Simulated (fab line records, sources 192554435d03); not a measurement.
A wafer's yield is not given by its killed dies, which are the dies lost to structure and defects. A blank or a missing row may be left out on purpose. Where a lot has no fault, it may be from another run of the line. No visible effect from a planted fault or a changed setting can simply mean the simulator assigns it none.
Matching of chambers / flow n5 finfet / 3 sister chambers for N5_BEOL_M14_ILD_DEP_00 on pecvd-01
The step deposits SiO2 from TEOS/O2, target thk 1119.3 nm, time 237.4 s. 6 wafers are shown with their chamber, then 12 later ones without.

== EACH WAFER AND ITS CHAMBER ==
wafer=L093.2; chamber=0; throttle valve pct (%)=18.1; showerhead plenum p Torr (Torr)=8.371
wafer=L093.4; chamber=1; throttle valve pct (%)=19.7; showerhead plenum p Torr (Torr)=8.342
wafer=L093.5; chamber=2; throttle valve pct (%)=17.6; showerhead plenum p Torr (Torr)=8.352
wafer=L091.2; chamber=2; throttle valve pct (%)=17.3; showerhead plenum p Torr (Torr)=8.340
wafer=L091.4; chamber=1; throttle valve pct (%)=19.8; showerhead plenum p Torr (Torr)=8.339
wafer=L091.5; chamber=0; throttle valve pct (%)=18.2; showerhead plenum p Torr (Torr)=8.383

== WAFERS WITHOUT THEIR CHAMBER ==
wafer=L092.1; throttle valve pct (%)=19.6; showerhead plenum p Torr (Torr)=8.336
wafer=L092.2; throttle valve pct (%)=17.5; showerhead plenum p Torr (Torr)=8.352
wafer=L092.5; throttle valve pct (%)=17.5; showerhead plenum p Torr (Torr)=8.365
wafer=L094.3; throttle valve pct (%)=19.6; showerhead plenum p Torr (Torr)=8.343
wafer=L094.4; throttle valve pct (%)=18.3; showerhead plenum p Torr (Torr)=8.374
wafer=L094.5; throttle valve pct (%)=17.3; showerhead plenum p Torr (Torr)=8.343
wafer=L095.2; throttle valve pct (%)=18.3; showerhead plenum p Torr (Torr)=8.370
wafer=L095.3; throttle valve pct (%)=17.5; showerhead plenum p Torr (Torr)=8.359
wafer=L095.5; throttle valve pct (%)=17.4; showerhead plenum p Torr (Torr)=8.338
wafer=L097.2; throttle valve pct (%)=18.2; showerhead plenum p Torr (Torr)=8.376
wafer=L097.3; throttle valve pct (%)=17.7; showerhead plenum p Torr (Torr)=8.345
wafer=L097.5; throttle valve pct (%)=17.4; showerhead plenum p Torr (Torr)=8.350

== WHICH CHAMBER EACH ONE RAN IN ==
wafer=L092.1; from the rows above=1; in truth=1
wafer=L092.2; from the rows above=2; in truth=2
wafer=L092.5; from the rows above=2; in truth=2
wafer=L094.3; from the rows above=1; in truth=1
wafer=L094.4; from the rows above=0; in truth=0
wafer=L094.5; from the rows above=2; in truth=2
wafer=L095.2; from the rows above=0; in truth=0
wafer=L095.3; from the rows above=2; in truth=2
wafer=L095.5; from the rows above=2; in truth=2
wafer=L097.2; from the rows above=0; in truth=0
wafer=L097.3; from the rows above=2; in truth=2
wafer=L097.5; from the rows above=2; in truth=2
Correct placement for 12 of the 12. Can't be placed from these rows: 0. Wrongly placed: 0.
How it was worked out, from the rows above alone: a wafer's distance from a chamber is the root of the sum, over the readings, of the square of ((its reading less the chamber's mean) divided by the reading's scatter). The wafer belongs to the nearest chamber; if the next one is less than 2 further off, it can't be placed. A chamber's mean is the mean of its shown wafers. The scatter is the square root of a quotient: the sum, over the shown wafers, of each reading's squared deviation from its chamber's mean, divided by wafers minus chambers.
